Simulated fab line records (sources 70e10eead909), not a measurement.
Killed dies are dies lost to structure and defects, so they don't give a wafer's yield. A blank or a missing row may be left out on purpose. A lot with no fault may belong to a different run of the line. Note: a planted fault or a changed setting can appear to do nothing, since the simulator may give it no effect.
Matching of chambers -- flow nand-harc -- NHARC_P_CONTACT_DESCUM_17 on rie-diel-08 has 4 sister chambers
The step chemistry O2, time 3 s. 4 wafers are shown with their chamber, then 10 later ones without.

## WAFERS PAIRED WITH THEIR CHAMBERS
wafer,chamber,drypump-motor-current-A (A)
L855.1,3,5.56
L855.6,2,6.07
L857.1,0,5.96
L857.2,1,5.36

## WAFERS WITH NO CHAMBER GIVEN
wafer,drypump-motor-current-A (A)
L857.3,5.58
L859.1,6.05
L859.3,5.37
L859.4,5.98
L858.3,5.55
L858.5,5.34
L858.6,6.00
L866.1,5.99
L866.3,5.36
L866.6,5.36

## EACH ONE'S CHAMBER
wafer,from the rows above,in truth
L857.3,3,3
L859.1,2,2
L859.3,1,1
L859.4,0,0
L858.3,3,3
L858.5,1,1
L858.6,can't be placed: 0 or 2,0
L866.1,0,0
L866.3,1,1
L866.6,1,1
Correctly placed: 9 of 10. Unplaceable from these rows: 1, with the true chamber sitting among the candidates in 1. 0 placed wrongly.
How it was worked out, from the rows above alone: a wafer's distance from a chamber is the root of the sum, over the readings, of the square of ((its reading less the chamber's mean) divided by the reading's scatter). The wafer belongs to the nearest chamber; if the next one is less than 2 further off, it can't be placed. For every chamber, the mean is computed from those of its wafers that are shown. The scatter: root of mean squared gap, hidden wafer to nearest shown wafer, with one shown wafer a chamber.
